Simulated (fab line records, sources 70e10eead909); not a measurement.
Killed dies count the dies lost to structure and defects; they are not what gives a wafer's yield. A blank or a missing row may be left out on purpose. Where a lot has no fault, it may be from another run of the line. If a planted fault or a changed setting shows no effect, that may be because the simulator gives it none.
Chamber matching / flow nandHarc / NHARC_P_GATE_ALD_36 on aldSin-03: 4 sister chambers
The step deposits SiNx, target thk 20 nm, pulse time 60 s, ald cycles 223. 4 wafers are shown with their chamber, then 7 later ones without.

== WAFERS WITH THEIR CHAMBER ==
wafer=L078.1; chamber=2; heaterPowerW (W)=904
wafer=L087.4; chamber=0; heaterPowerW (W)=905
wafer=L090.4; chamber=3; heaterPowerW (W)=738
wafer=L090.1; chamber=1; heaterPowerW (W)=1036

== WAFERS WHOSE CHAMBER IS MISSING ==
wafer=L090.2; heaterPowerW (W)=887
wafer=L094.1; heaterPowerW (W)=1044
wafer=L094.3; heaterPowerW (W)=906
wafer=L094.5; heaterPowerW (W)=768
wafer=L095.4; heaterPowerW (W)=872
wafer=L095.1; heaterPowerW (W)=758
wafer=L095.6; heaterPowerW (W)=1033

== EACH ONE'S CHAMBER ==
wafer=L090.2; from the rows above=can't be placed: 2 or 0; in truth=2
wafer=L094.1; from the rows above=1; in truth=1
wafer=L094.3; from the rows above=can't be placed: 0 or 2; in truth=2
wafer=L094.5; from the rows above=3; in truth=3
wafer=L095.4; from the rows above=can't be placed: 2 or 0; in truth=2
wafer=L095.1; from the rows above=3; in truth=3
wafer=L095.6; from the rows above=1; in truth=1
Correct placement for 4 of the 7. From these rows, 3 cannot be placed; in 3 the true chamber is one of the candidates. Number placed wrongly: 0.
How it was worked out, from the rows above alone: a wafer's distance from a chamber is the root of the sum, over the readings, of the square of ((its reading less the chamber's mean) divided by the reading's scatter). If the next closest chamber is less than 2 further off than the closest, the wafer can't be placed; otherwise it belongs to the closest. For every chamber, the mean is computed from those of its wafers that are shown. The scatter: with one shown wafer a chamber, the root of the mean of the squares of how far each hidden wafer lies from its nearest shown one.
